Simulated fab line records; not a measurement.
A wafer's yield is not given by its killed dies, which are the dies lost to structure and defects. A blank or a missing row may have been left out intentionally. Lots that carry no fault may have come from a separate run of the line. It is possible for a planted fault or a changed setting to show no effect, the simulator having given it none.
3 desks, one fault :: flow n5Finfet :: each desk has only its own numbers; what lay behind them comes last

## THE DEFECT DESK
Counts from the inspections along the route, per lot, as means over the sampled wafers that have a number. If a lot's mean is further than 4 standard deviations from the usual mean, the lot is out of limits and carries the mark OUT (the distance appears in the brackets).
Columns: A = rawDefectCount at N5_BEOL_M8_INSPECT_13, usual 415
lot: L372
first seen here: day 9 01:40
A: 348

lot: L373
first seen here: day 9 07:58
A: 357

lot: L376
first seen here: day 10 13:58
A: 475

lot: L378
first seen here: day 11 00:24
A: 532

lot: L382
first seen here: day 11 23:38
A: 264

lot: L389
first seen here: day 14 03:41
A: 383

lot: L391
first seen here: day 14 11:30
A: 364

lot: L392
first seen here: day 14 14:19
A: 414

lot: L390
first seen here: day 15 06:44
A: 412

lot: L394
first seen here: day 15 12:31
A: 548

lot: L395
first seen here: day 16 05:05
A: 401
This desk's finding: nothing out of limits on any of the 11 lots.

## METROLOGY DESK
What the gauges read, lot by lot, whatever tool the lot ran on: means of the sampled wafers that have a number. If a lot's mean is further than 4 standard deviations from the usual mean, the lot is out of limits and carries the mark OUT (the distance appears in the brackets).
Columns: A = M8_OVL at N5_BEOL_M8_OVL_MEAS_12, usual -0.1 nm
lot: L372
first seen here: day 9 01:38
A: -0.4

lot: L373
first seen here: day 9 07:57
A: 0.0

lot: L376
first seen here: day 10 13:57
A: -0.7

lot: L378
first seen here: day 11 00:22
A: 0.6

lot: L382
first seen here: day 11 23:36
A: 0.4

lot: L389
first seen here: day 14 03:40
A: -2.0

lot: L391
first seen here: day 14 11:29
A: -0.5

lot: L392
first seen here: day 14 14:17
A: -0.7

lot: L390
first seen here: day 15 06:43
A: -0.7

lot: L394
first seen here: day 15 12:29
A: -0.6

lot: L395
first seen here: day 16 05:04
A: -0.9
This desk's finding: nothing out of limits on any of the 11 lots.

## TOOL OWNER'S DESK, rieDiel-02
The tool's own readings at N5_BEOL_M8_ETCH_62 (etches SOC in N2/H2, target depth 110 nm, overetch 22 nm, time 165 s): means of the sampled wafers that have a number, for each lot that ran on this tool. If a lot's mean is further than 4 standard deviations from the usual mean, the lot is out of limits and carries the mark OUT (the distance appears in the brackets).
Columns: A = biasW at N5_BEOL_M8_ETCH_62, usual 150.1 W; B = drypumpMotorCurrentA at N5_BEOL_M8_ETCH_62, usual 5.4 A; C = oesProductAu at N5_BEOL_M8_ETCH_62, usual 0.68 a.u.; D = rfFwdPowerW at N5_BEOL_M8_ETCH_62, usual 836.9 W; E = rfVppV at N5_BEOL_M8_ETCH_62, usual 525.2 V; F = showerheadPlenumPTorr at N5_BEOL_M8_ETCH_62, usual 2.59 Torr; G = throttleValvePct at N5_BEOL_M8_ETCH_62, usual 17.8 %
lot: L372
first seen here: day 9 01:47
A: 150.2
B: 5.4
C: 0.68
D: 835.8
E: 526.5
F: 2.64
G: 17.8

lot: L373
first seen here: day 9 08:16
A: 150.0
B: 5.5
C: 0.66
D: 838.0
E: 524.6
F: 2.60
G: 17.8

lot: L378
first seen here: day 11 00:31
A: 170.6 (+39) OUT
B: 5.0
C: 0.65
D: 836.9
E: 569.0 (+20) OUT
F: 2.64
G: 17.9

lot: L382
first seen here: day 12 00:17
A: 170.3 (+39) OUT
B: 5.5
C: 0.64
D: 835.6
E: 568.6 (+20) OUT
F: 2.59
G: 17.8

lot: L390
first seen here: day 15 06:53
A: 149.9
B: 5.0
C: 0.61
D: 838.5
E: 523.5
F: 2.54
G: 18.1
This desk's verdict: out of limits on L378, L382, starting with L378 at day 11 00:31 (biasW at N5_BEOL_M8_ETCH_62). L372, L373, L390: within limits.

## PUT TOGETHER
On L378, L382, at day 11 00:31, an alarm was possible from the tool owner's desk.
Nothing out of limits was seen by the defect desk.
From the metrology desk's view, nothing was out of limits.
The defect desk has L378, L382 on record, within its limits.
The metrology desk holds a record of L378, L382, inside its limits.
N5_BEOL_M8_ETCH_62 was run on rieDiel-02 by each of the lots named.

## WHAT THE SIMULATOR PUT IN
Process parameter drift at N5_BEOL_M8_ETCH_62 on rieDiel-02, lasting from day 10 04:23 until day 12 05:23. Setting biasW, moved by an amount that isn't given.
Struck lots among those shown: L378, L382.
How many hours passed from the start of the fault until each desk's first out-of-limits reading: the tool owner's desk, 20.
